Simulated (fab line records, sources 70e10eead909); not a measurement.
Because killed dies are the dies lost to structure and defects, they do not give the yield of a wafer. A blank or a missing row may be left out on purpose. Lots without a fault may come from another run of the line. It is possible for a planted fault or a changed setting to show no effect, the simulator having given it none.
fab line records	flow nand-harc
record lots=13	wafers=39	last-day=34
route steps=1302 shown P_M2@329 END@1302
lots that met no fault: taken from a fault-free run of the same line
start-h: hours from the record's opening day to when the first of the lot's shown wafers began	wait-h: time in hours since the lot's previous step	" repeats the value in the row above	L1.1+2: a row that stands for several wafers	- either no value or no given start	* or withheld: withheld	< > ~ a bound
route shown NAME@n: names a module that has steps shown in the file, with the first one's number in the route	usual: mean and standard deviation over wafers with no fault	same: alike in all rows	chamber/n: place in a boat	sites: readings site by site	_std_site: their standard deviation	_edge_site: the outer-site mean with the inner-site mean subtracted	radius-mm: how far each site lies from the wafer's centre	mask NAME#n: copy n	behind: the tool/chamber that last shaped the wafer	hold: reason for holding the lot/hours on hold/outcome of the hold	device: names the non-switching transistor (n, p or np)	end of line: tests of these same wafers at the route's end	a step given without rows: its recipe and nothing more	killed: dies lost to structure and defects at the first sort, not the wafer's yield	map: per-die view of a wafer (x killed, . not killed, _ where there is no die)
set.NAME: setting as actually run; set.NAME@STEP: the setting as run at that earlier step	model.NAME: the simulator's own value behind a step, which no gauge read
a sample of lots followed through the steps of the route, with each step as a table and each wafer as a row
services: the hour from which a tool's chamber was out of use, counted from the record's first day as start-h (under 0 if before that day), plus the number of hours and why
## steps
# step NHARC_P_M2_OVL_MEAS_10
# recipe pitch-nm=340
# usual overlay-x-nm=0.0/0.87	overlay-y-nm=0.1/0.85
lot.wafer	tool	chamber	start-h	wait-h	overlay-x-nm	overlay-y-nm
L629.1	overlay-02	-	130.59	-	-0.2	-0.7
L629.4	"	-	"	"	-0.2	-0.8
L629.6	"	-	"	"	-0.7	-1.3
L630.2	overlay-02	-	143.95	-	0.4	-0.7
L630.5	"	-	"	"	0.5	-0.7
L630.6	"	-	"	"	-0.1	-1.2
L631.1	overlay-01	-	147.80	-	-1.0	0.4
L631.2	"	-	"	"	-0.5	0.6
L631.5	"	-	"	"	-0.4	0.7
L635.4	overlay-01	-	197.46	-	-0.8	-0.5
L635.5	"	-	"	"	-0.7	-0.7
L635.6	"	-	"	"	-0.3	-0.8
L636.2	overlay-02	-	197.49	-	0.1	-1.2
L636.5	"	-	"	"	0.6	-1.1
L636.6	"	-	"	"	0.4	-1.3
L637.1	overlay-02	-	216.02	-	-0.3	0.9
L637.2	"	-	"	"	-0.7	1.0
L637.4	"	-	"	"	0.0	1.0
L639.2	overlay-02	-	236.33	-	0.4	-0.3
L639.3	"	-	"	"	-0.5	-0.2
L639.6	"	-	"	"	-0.6	0.0
L647.1	overlay-02	-	309.60	-	-0.2	0.0
L647.3	"	-	"	"	0.4	0.3
L647.4	"	-	"	"	-0.2	0.1
L648.1	overlay-01	-	320.15	-	-0.2	1.4
L648.2	"	-	"	"	-0.3	1.4
L648.4	"	-	"	"	-0.1	1.6
L649.1	overlay-01	-	325.51	-	0.8	-0.7
L649.2	"	-	"	"	0.5	-0.7
L649.5	"	-	"	"	0.5	-1.0
L650.3	overlay-01	-	337.83	-	-0.4	0.3
L650.4	"	-	"	"	-0.2	-0.4
L650.6	"	-	"	"	0.1	0.6
L651.1	overlay-01	-	353.24	-	0.1	-1.3
L651.2	"	-	"	"	1.2	-1.1
L651.6	"	-	"	"	1.0	-1.2
L652.2	overlay-02	-	356.02	-	1.5	1.5
L652.5	"	-	"	"	1.4	1.3
L652.6	"	-	"	"	1.6	1.4
# step NHARC_P_M2_ETCH_15
# recipe target-depth-a=1825	time-s=91.2	c4f8-flow-sccm=withheld	ar-flow-sccm=400	rf-w=600	bias-w=300	chemistry=C4F8/Ar
# usual oes-product-au=0.942/0.022	rf-vpp-V=440.9/2.8
lot.wafer	tool	chamber	start-h	wait-h	oes-product-au	rf-hours-counter-h	rf-vpp-V
L629.1	rie-diel-01	0	-	-	0.928	4.8	436.8
L629.4	"	2	"	"	0.927	4.5	445.4
L629.6	"	3	"	"	0.916	-	438.7
L630.2	rie-diel-05	0	-	-	0.931	2.8	442.0
L630.6	"	0	"	"	0.937	-	440.8
L630.5	"	1	"	"	0.935	-	439.8
L631.2	rie-diel-01	3	-	-	0.912	5.5	438.4
L631.1	"	2	"	"	0.928	5.3	445.9
L631.5	"	3	"	"	0.913	-	439.4
L635.4	rie-diel-01	2	-	-	0.973	6.8	444.3
L635.6	"	2	"	"	0.981	-	445.9
L635.5	"	3	"	"	0.954	-	438.7
L636.2	rie-diel-05	1	-	-	0.935	6.1	442.0
L636.6	"	1	"	"	0.938	-	441.7
L636.5	"	3	"	"	0.929	-	445.2
L637.4	rie-diel-01	0	-	-	0.962	0.1	437.3
L637.1	"	1	"	"	0.969	0.1	438.0
L637.2	"	2	"	"	0.976	0.1	444.8
L639.2	rie-diel-06	2	-	-	0.939	6.1	437.4
L639.3	"	1	"	"	0.925	6.3	440.3
L639.6	"	2	"	"	0.931	-	435.6
L647.1	rie-diel-05	3	-	-	0.932	2.6	444.7
L647.3	"	0	"	"	0.933	2.8	441.9
L647.4	"	1	"	"	0.922	3.7	439.5
L648.1	rie-diel-06	3	-	-	1.004	0.0	443.6
L648.4	"	0	"	"	0.979	0.0	442.2
L648.2	"	1	"	"	0.957	0.0	440.7
L649.2	rie-diel-01	0	-	-	0.937	6.4	436.9
L649.1	"	3	"	"	0.919	7.2	438.1
L649.5	"	0	"	"	0.934	-	438.0
L650.4	rie-diel-06	3	-	-	0.953	1.4	445.0
L650.3	"	2	"	"	0.923	1.3	437.4
L650.6	"	0	"	"	0.933	-	443.1
L651.1	rie-diel-01	3	-	-	0.921	8.3	438.7
L651.2	"	1	"	"	0.926	6.6	439.6
L651.6	"	2	"	"	0.923	-	444.2
L652.2	rie-diel-01	0	-	-	0.920	7.8	437.6
L652.6	"	3	"	"	0.918	-	438.4
L652.5	"	0	"	"	0.932	-	437.4
# step NHARC_P_M2_PVD_20
# recipe target-thk-a=50	bias-v=168.6	power-w=15000	chamber-pressure-pa=0.12	time-s=8.06	substrate-temp-c=50	material=TaN
# usual throttle-valve-pct=30.7/1.2
lot.wafer	tool	chamber	start-h	wait-h	throttle-valve-pct
L629.4	pvd-sputter-01	-	-	-	32.4
L629.1	"	-	"	"	31.6
L629.6	"	-	"	"	30.8
L630.2	pvd-sputter-03	-	-	-	28.9
L630.5	"	-	"	"	28.8
L630.6	"	-	"	"	28.4
L631.1	pvd-sputter-02	-	-	-	28.7
L631.2	"	-	"	"	30.0
L631.5	"	-	"	"	29.0
L635.4	pvd-sputter-02	-	-	-	29.0
L635.5	"	-	"	"	30.9
L635.6	"	-	"	"	31.4
L636.2	pvd-sputter-01	-	-	-	30.8
L636.5	"	-	"	"	30.7
L636.6	"	-	"	"	32.5
L637.4	pvd-sputter-03	-	-	-	28.5
L637.1	"	-	"	"	29.0
L637.2	"	-	"	"	30.1
L639.3	pvd-sputter-01	-	-	-	31.7
L639.2	"	-	"	"	30.5
L639.6	"	-	"	"	32.5
L647.3	pvd-sputter-01	-	-	-	31.2
L647.1	"	-	"	"	32.6
L647.4	"	-	"	"	31.7
L648.4	pvd-sputter-03	-	-	-	28.8
L648.2	"	-	"	"	30.4
L648.1	"	-	"	"	31.4
L649.2	pvd-sputter-01	-	-	-	32.4
L649.1	"	-	"	"	31.7
L649.5	"	-	"	"	32.2
L650.3	pvd-sputter-02	-	-	-	29.8
L650.4	"	-	"	"	29.4
L650.6	"	-	"	"	29.9
L651.1	pvd-sputter-01	-	-	-	32.6
L651.2	"	-	"	"	31.3
L651.6	"	-	"	"	31.8
L652.2	pvd-sputter-01	-	-	-	32.3
L652.6	"	-	"	"	31.0
L652.5	"	-	"	"	32.4
# step NHARC_P_M2_ECD_22
# recipe target-thk-a=4000	bath-temp-c=25	material=Cu
lot.wafer	tool	chamber	start-h	wait-h
L629.1+4+6	ecd-cu-01	1,0,0	132.09	-
L630.2+5+6	ecd-cu-02	1,1,0	145.44	-
L631.1+2+5	ecd-cu-01	1,0,1	149.29	-
L636.2+6+5	ecd-cu-01	1,1,0	199.07	-
L635.4+6+5	ecd-cu-02	0,1,0	199.08	-
L637.2+1+4	ecd-cu-01	0,1,0	217.56	-
L639.2+3+6	ecd-cu-01	1,0,0	238.26	-
L647.1+3+4	ecd-cu-01	0,1,0	311.14	-
L648.2+1+4	ecd-cu-01	0,1,0	321.62	-
L649.2+1+5	ecd-cu-02	1,0,0	326.98	-
L650.3+4+6	ecd-cu-02	1,0,0	339.60	-
L651.2+1+6	ecd-cu-02	1,0,0	354.71	-
L652.2+5+6	ecd-cu-02	1,0,1	357.56	-
# step NHARC_P_M2_CMP_23
# recipe t-overpolish-s=20	target-thk-nm=144.3
# usual motor-current-A=12.4/1	time-to-endpoint-s=28.3/2.9
lot.wafer	tool	chamber	start-h	wait-h	motor-current-A	time-to-endpoint-s
L629.1	cmp-02	1	132.87	-	11.7	27.6
L629.4	"	2	"	"	10.8	32.8
L629.6	"	3	"	"	11.5	29.2
L630.2	cmp-04	1	146.18	-	13.8	24.7
L630.6	"	0	"	"	11.5	25.3
L630.5	"	1	"	"	13.0	26.0
L631.2	cmp-02	3	150.01	-	11.3	29.9
L631.1	"	0	"	"	10.2	28.6
L631.5	"	3	"	"	11.7	27.0
L635.4	cmp-04	0	199.71	-	11.8	22.2
L635.5	"	2	"	"	13.6	26.8
L635.6	"	3	"	"	13.2	22.9
L636.2	cmp-01	3	199.83	-	11.6	30.0
L636.5	"	2	"	"	12.4	29.7
L636.6	"	3	"	"	11.5	27.5
L637.2	cmp-02	0	218.28	-	10.3	30.8
L637.1	"	1	"	"	12.3	30.9
L637.4	"	2	"	"	10.8	33.3
L639.3	cmp-04	3	238.93	-	13.2	12.2
L639.2	"	2	"	"	13.8	17.9
L639.6	"	3	"	"	12.6	27.6
L647.4	cmp-01	0	311.82	-	13.0	29.4
L647.3	"	1	"	"	14.0	25.0
L647.1	"	2	"	"	12.6	25.3
L648.1	cmp-01	2	322.34	-	12.9	31.8
L648.2	"	3	"	"	11.2	30.1
L648.4	"	1	"	"	13.7	31.2
L649.2	cmp-04	0	327.70	-	11.6	25.9
L649.1	"	3	"	"	13.9	23.1
L649.5	"	1	"	"	13.2	27.4
L650.3	cmp-04	0	340.25	-	12.5	24.5
L650.4	"	2	"	"	13.1	27.2
L650.6	"	3	"	"	12.7	24.0
L651.1	cmp-04	3	355.46	-	13.2	22.0
L651.2	"	1	"	"	13.2	24.8
L651.6	"	0	"	"	11.4	27.9
L652.2	cmp-01	3	358.26	-	11.5	28.6
L652.5	"	2	"	"	12.8	29.0
L652.6	"	3	"	"	12.0	30.8
# step NHARC_END_SORT_01
# recipe temp-c=25
# usual defect-limited-yield=90.9/2.6	killed-at-array=57/18	killed-at-other=0.8/1	killed-at-periphery=3.9/2.8	killed-dies=62/18	killed-open=3.4/1.8	killed-short=2.2/1.6
# same gross-dies=677
lot.wafer	tool	chamber	start-h	wait-h	defect-limited-yield[%]	killed-at-array	killed-at-other	killed-at-periphery	killed-dies	killed-open	killed-short
L639.2	prober-01	0	669.91	2.8	90.7	61	0	2	63	0	2
L639.3	prober-01	0	670.71	3.1	92.2	51	1	1	53	1	2
L639.6	prober-01	0	673.11	4.0	91.0	57	3	1	61	1	2
# killed by level:class
L639.2 A_CHANNEL_HOLE_D1:chamber-film-flake=32 A_CHANNEL_HOLE_D2:chamber-film-flake=18 A_CONTACT:chamber-film-flake=7 A_CHANNEL_FILL_D1:geometric-particle:short=1 A_WL_FILL:geometric-particle:short=1 P_ZERO_WELL:chamber-film-flake=1 P_STI:chamber-film-flake=1 A_STAIRCASE:chamber-film-flake=1
L639.3 A_CHANNEL_HOLE_D1:chamber-film-flake=31 A_CHANNEL_HOLE_D2:chamber-film-flake=11 A_CONTACT:chamber-film-flake=3 A_WL_FILL:chamber-film-flake=2 A_CHANNEL_FILL_D1:geometric-particle:short=1 A_WL_FILL:geometric-particle:short=1 A_CONTACT:geometric-particle:open=1 P_GATE:chamber-film-flake=1
L639.6 A_CHANNEL_HOLE_D1:chamber-film-flake=30 A_CHANNEL_HOLE_D2:chamber-film-flake=17 A_WL_FILL:chamber-film-flake=3 A_CONTACT:chamber-film-flake=3 THIN_TSV:chamber-film-flake=3 P_M2:geometric-particle:short=1 A_DECK1_JOINT:geometric-particle:open=1 A_CHANNEL_FILL_D2:geometric-particle:short=1
## services
tool	chamber	start-h	hours	kind
pvd-sputter-01	-	110.13	5.4	repair
cmp-04	-	111.04	4.0	pm
pvd-sputter-01	-	147.10	2.9	repair
cmp-04	-	151.82	0.7	repair
cmp-01	-	155.51	2.1	repair
ecd-cu-01	-	160.00	8.0	pm
cmp-04	-	161.08	2.8	repair
cmp-01	-	178.65	1.0	repair
cmp-01	-	182.24	0.6	repair
rie-diel-01	-	184.45	1.1	repair
rie-diel-01	-	198.81	0.7	repair
rie-diel-01	-	203.85	9.0	pm
ecd-cu-01	-	204.76	1.3	repair
cmp-04	-	209.11	4.0	pm
ecd-cu-02	-	225.66	3.9	repair
rie-diel-01	-	225.96	3.8	repair
pvd-sputter-01	-	226.00	10.0	pm
ecd-cu-02	-	244.20	8.0	pm
cmp-04	-	258.68	0.9	repair
pvd-sputter-01	-	259.55	2.5	repair
cmp-04	-	307.11	4.0	pm
rie-diel-01	-	308.35	1.8	repair
ecd-cu-01	-	336.00	8.0	pm
pvd-sputter-01	-	337.54	5.0	repair
## key
first-sign step=NHARC_P_M2_CMP_23	reading=time-to-endpoint-s	direction=down	sigmas=4.6	usual=*	struck=*
effect none on later readings
met-at NHARC_P_M2_ECD_22
struck-lots L639
struck-wafers L639.2,L639.3
not-acting-at NHARC_P_M2_OVL_MEAS_10,NHARC_P_M2_ETCH_15,NHARC_P_M2_PVD_20
onset-between 217.56 238.26
fault kind=process-parameter-drift	tool=ecd-cu-01	chamber=-	onset-h=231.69	steps=NHARC_P_M2_ECD_22	channel=target-thk-a	offset=*	shape=step	end-h=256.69	scope=struck-wafers-only	acts-in=*	stated=*
